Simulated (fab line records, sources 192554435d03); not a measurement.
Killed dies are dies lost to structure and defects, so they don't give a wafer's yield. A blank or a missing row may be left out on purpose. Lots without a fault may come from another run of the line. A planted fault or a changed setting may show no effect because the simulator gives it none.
A struck lot beside a sound one | flow n5_finfet | 13 steps out of a route of 1938
Sound: wafers L996.1, L996.3, L996.6. Struck: wafers L981.2, L981.3. (L981.1 of the same lot was not struck and is left out.) The cause comes at the end.
At each step with rows: each side's tool, then ch and its chambers, then its first start. Under that, the readings that differ: sound wafers | struck wafers | difference of the means | sigmas: that difference in standard deviations of wafers without a fault.
alike: readings whose means differ by less than 2 such deviations, and words and numbers that are the same on both sides. not compared: withheld readings, readings that some wafer has no value for, bounds like >300 that may hide the same value, and numbers for which the record gives no deviation and whose values overlap.
The two part at a step that has a row with sigmas, a row that says differs or no value, or rows on one side only. Numbers that don't overlap but have no deviation are shown without sigmas and don't part them. A reading that every wafer of one side lacks parts them only if that side has two wafers or more.

first, 1 step without rows for these wafers: N5_BEOL_M15_STRIP_36 (strips in O2).
N5_BEOL_M15_STRIP_62: strips in O2.
  sound on rie_diel-01 ch 1,2,3; struck on rie_diel-03 ch 0,1
  alike: drypump_motor_current_A, oes_product_au, rf_vpp_V, showerhead_plenum_p_Torr, throttle_valve_pct
  not compared: rf_hours_counter_h
N5_BEOL_M15_STRIP_37: strips in O2.
  sound on rie_diel-01 ch 1,2,3; struck on rie_diel-03 ch 0,1
  alike: drypump_motor_current_A, oes_product_au, rf_vpp_V, showerhead_plenum_p_Torr, throttle_valve_pct
  not compared: rf_hours_counter_h
then, 3 steps without rows for these wafers: N5_BEOL_M15_ETCH_38 (etches SiCN in CF4/N2, target depth 106.4 nm, time 120.5 s); N5_BEOL_M15_PRECLEAN_39 (cleans in residue remover, time 60 s); N5_BEOL_M15_SRD_40 (time 30 s, dry time 30 s).
N5_BEOL_M15_DEGAS_41: time 60 s.
  sound on pvd_sputter-02, day 17 00:24; struck on pvd_sputter-03, day 13 12:52
  reading            | sound       | struck  | difference | sigmas
  heater_power_w (W) | 553 568 545 | 421 414 | -138       | -2
then, 2 steps without rows for these wafers: N5_BEOL_M15_PRE_CLEAN_42 (time 30 s); N5_BEOL_M15_SPUTTER_43 (material TaN, target thk 15 nm, time 24.19 s).
N5_BEOL_M15_SPUTTER_44: material Ta, target thk 15 nm, time 24.19 s.
  sound on pvd_sputter-02, day 17 00:34; struck on pvd_sputter-03, day 13 13:01
  alike: throttle_valve_pct
then, 1 step without rows for these wafers: N5_BEOL_M15_SPUTTER_45 (material Cu, target thk 100 nm, time 16.67 s).
N5_BEOL_M15_ECD_47: material Cu, target thk 1860 nm.
  sound on ecd_cu-01 ch 0,1, day 17 00:45; struck on ecd_cu-01 ch 0,1, day 13 13:13
  reading                                 | sound          | struck    | difference | sigmas
  model.Cu_of_BEOL_M15_ECD_47.thk_nm (nm) | 1911 1869 1884 | 2428 2432 | +542       |
N5_BEOL_M15_ANNEAL_48: time 90 s.
  sound on rtp_anneal-01 ch 0, day 17 02:56; struck on rtp_anneal-02 ch 0, day 13 13:28
  alike: wafer_temp_C_max

WHERE THEY PART
Only at N5_BEOL_M15_DEGAS_41, within this record. Later steps at which nothing parts them and some readings are alike: N5_BEOL_M15_SPUTTER_44, N5_BEOL_M15_ANNEAL_48.

WHY: what the simulator had put in
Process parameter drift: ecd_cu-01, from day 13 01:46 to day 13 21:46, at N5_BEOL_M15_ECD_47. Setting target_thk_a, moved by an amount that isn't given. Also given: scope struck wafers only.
